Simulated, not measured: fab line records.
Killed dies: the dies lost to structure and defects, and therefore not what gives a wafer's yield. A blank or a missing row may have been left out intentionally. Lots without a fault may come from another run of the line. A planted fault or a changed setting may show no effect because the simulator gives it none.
Chamber matching / flow nand harc / NHARC_A_BLC_STRIP_29 on rie diel-12: 4 sister chambers
The step strips in CF4. 8 wafers are shown with their chamber, then 10 later ones without.

EACH WAFER AND ITS CHAMBER
wafer=L086.1; chamber=0; drypump motor current A (A)=5.1; oes product au (a.u.)=1.005
wafer=L085.5; chamber=2; drypump motor current A (A)=5.1; oes product au (a.u.)=1.002
wafer=L085.6; chamber=1; drypump motor current A (A)=5.3; oes product au (a.u.)=1.006
wafer=L084.2; chamber=1; drypump motor current A (A)=5.3; oes product au (a.u.)=1.011
wafer=L084.4; chamber=2; drypump motor current A (A)=5.0; oes product au (a.u.)=1.013
wafer=L084.6; chamber=3; drypump motor current A (A)=5.5; oes product au (a.u.)=0.998
wafer=L091.1; chamber=0; drypump motor current A (A)=5.1; oes product au (a.u.)=1.011
wafer=L091.2; chamber=3; drypump motor current A (A)=5.5; oes product au (a.u.)=0.992

WAFERS WHOSE CHAMBER IS MISSING
wafer=L091.4; drypump motor current A (A)=5.1; oes product au (a.u.)=1.008
wafer=L089.1; drypump motor current A (A)=5.3; oes product au (a.u.)=1.001
wafer=L089.2; drypump motor current A (A)=5.5; oes product au (a.u.)=1.010
wafer=L089.4; drypump motor current A (A)=5.0; oes product au (a.u.)=1.007
wafer=L093.4; drypump motor current A (A)=5.0; oes product au (a.u.)=1.001
wafer=L093.5; drypump motor current A (A)=5.1; oes product au (a.u.)=0.991
wafer=L093.6; drypump motor current A (A)=5.5; oes product au (a.u.)=1.001
wafer=L096.1; drypump motor current A (A)=5.5; oes product au (a.u.)=0.997
wafer=L096.2; drypump motor current A (A)=5.0; oes product au (a.u.)=1.004
wafer=L096.6; drypump motor current A (A)=5.1; oes product au (a.u.)=1.004

THE CHAMBER EACH PASSED THROUGH
wafer=L091.4; from the rows above=can't be placed: 0 or 2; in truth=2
wafer=L089.1; from the rows above=1; in truth=1
wafer=L089.2; from the rows above=3; in truth=3
wafer=L089.4; from the rows above=can't be placed: 2 or 0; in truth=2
wafer=L093.4; from the rows above=can't be placed: 2 or 0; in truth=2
wafer=L093.5; from the rows above=can't be placed: 0 or 2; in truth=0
wafer=L093.6; from the rows above=3; in truth=3
wafer=L096.1; from the rows above=3; in truth=3
wafer=L096.2; from the rows above=can't be placed: 2 or 0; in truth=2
wafer=L096.6; from the rows above=can't be placed: 0 or 2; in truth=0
Correct placement for 4 of the 10. Unplaceable from these rows: 6, with the true chamber sitting among the candidates in 6. 0 placed wrongly.
How it was worked out, from the rows above alone: a wafer's distance from a chamber is the root of the sum, over the readings, of the square of ((its reading less the chamber's mean) divided by the reading's scatter). If the next closest chamber is less than 2 further off than the closest, the wafer can't be placed; otherwise it belongs to the closest. The mean given for a chamber averages the wafers shown for that chamber. How the scatter is found: for the shown wafers, subtract from each reading the mean of its chamber, square and add these, divide the total by (wafers less chambers), then take the root.
